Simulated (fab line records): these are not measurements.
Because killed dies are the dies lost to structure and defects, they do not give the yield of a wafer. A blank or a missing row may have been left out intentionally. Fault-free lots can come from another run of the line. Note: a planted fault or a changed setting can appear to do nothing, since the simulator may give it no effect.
Chamber matching	flow nand-harc	cmp-01 running NHARC_A_STAIRCASE_CMP_152: 4 sister chambers
The step polishes. 22 wafers are shown with their chamber, then 11 later ones without.

## WAFERS, EACH WITH ITS CHAMBER
wafer	chamber	motor-current-A (A)
L075.3	0	13.3
L075.4	2	13.0
L075.6	0	13.2
L076.1	1	15.8
L076.2	3	14.7
L076.5	3	14.5
L078.2	0	12.7
L078.4	2	13.6
L078.5	0	13.0
L078.1	3	14.2
L078.3	1	16.0
L078.6	1	15.1
L079.1	0	13.5
L079.3	2	12.9
L079.4	3	13.6
L080.1	0	13.5
L080.2	1	15.5
L080.4	3	14.4
L085.2	2	14.0
L085.5	0	13.3
L085.6	1	15.6
L089.4	1	15.2

SIGNATURES (averages over the wafers above)
reading	chamber 0	chamber 1	chamber 2	chamber 3	scatter within a chamber
motor-current-A	13.214	15.533	13.375	14.280	0.38
Rule: a wafer lies at a distance from a chamber equal to the root of the sum of squares, over the readings, of (its reading less the chamber's mean, divided by the reading's scatter). The wafer belongs to the nearest chamber; if the next one is less than 2 further off, it can't be placed. The scatter: take each reading less its chamber's mean, square it, sum over the shown wafers, divide by the number of wafers less the number of chambers, and take the root.

## WAFERS WHOSE CHAMBER IS MISSING
wafer	motor-current-A (A)
L089.5	14.4
L089.6	13.7
L090.1	13.2
L090.3	15.7
L090.5	13.3
L095.1	13.7
L095.2	13.8
L095.4	16.0
L096.2	15.8
L096.4	13.2
L096.6	14.6

## EACH ONE'S CHAMBER
wafer	from the rows above	in truth
L089.5	3	3
L089.6	can't be placed: 2 or 0 or 3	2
L090.1	can't be placed: 0 or 2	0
L090.3	1	1
L090.5	can't be placed: 2 or 0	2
L095.1	can't be placed: 2 or 0 or 3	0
L095.2	can't be placed: 2 or 3 or 0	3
L095.4	1	1
L096.2	1	1
L096.4	can't be placed: 0 or 2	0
L096.6	can't be placed: 3 or 1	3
Correctly placed: 4 of 11. Cannot be placed on the basis of these rows: 7; the candidates contain the true chamber in 7. 0 placed wrongly.
